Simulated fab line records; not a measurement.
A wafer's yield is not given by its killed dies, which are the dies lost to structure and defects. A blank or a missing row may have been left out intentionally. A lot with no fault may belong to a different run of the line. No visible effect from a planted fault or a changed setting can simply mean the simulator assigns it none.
Matching of chambers | flow n5-finfet | 3 sister chambers for N5_BEOL_M9_CVD_78 on cvd-co-01
The step deposits Co from CCTBA/H2, target thk 2 nm, time 138.9 s. 14 wafers are shown with their chamber, then 7 later ones without.

EACH WAFER AND ITS CHAMBER
wafer  | chamber | run-length-s (s)
L145.1 | 1       | 160.4
L145.4 | 1       | 160.5
L145.5 | 2       | 160.3
L149.2 | 1       | 160.3
L149.3 | 2       | 160.5
L149.4 | 1       | 160.7
L152.3 | 1       | 160.7
L152.4 | 0       | 160.7
L152.6 | 1       | 160.9
L156.2 | 1       | 161.3
L156.3 | 0       | 160.8
L156.4 | 1       | 160.5
L165.2 | 2       | 160.5
L165.3 | 0       | 161.1

SIGNATURES (averages over the wafers above)
reading      | chamber 0 | chamber 1 | chamber 2 | scatter within a chamber
run-length-s | 160.867   | 160.662   | 160.433   | 0.275
Rule: for each reading, subtract the chamber's mean from the wafer's reading, divide by that reading's scatter and square the result; add these up over the readings and take the root, which gives the wafer's distance from the chamber. If the next closest chamber is less than 2 further off than the closest, the wafer can't be placed; otherwise it belongs to the closest. The scatter is the square root of a quotient: the sum, over the shown wafers, of each reading's squared deviation from its chamber's mean, divided by wafers minus chambers.

WAFERS WHOSE CHAMBER IS MISSING
wafer  | run-length-s (s)
L165.4 | 161.1
L168.2 | 160.6
L168.3 | 160.6
L168.5 | 160.7
L167.1 | 160.6
L167.3 | 160.8
L167.5 | 160.4

CHAMBER TAKEN BY EACH
wafer  | from the rows above          | in truth
L165.4 | can't be placed: 0 or 1 or 2 | 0
L168.2 | can't be placed: 1 or 2 or 0 | 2
L168.3 | can't be placed: 1 or 2 or 0 | 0
L168.5 | can't be placed: 1 or 0 or 2 | 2
L167.1 | can't be placed: 1 or 2 or 0 | 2
L167.3 | can't be placed: 0 or 1 or 2 | 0
L167.5 | can't be placed: 2 or 1 or 0 | 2
0 of 7 placed correctly. Cannot be placed on the basis of these rows: 7; the candidates contain the true chamber in 7. Wrongly placed: 0.
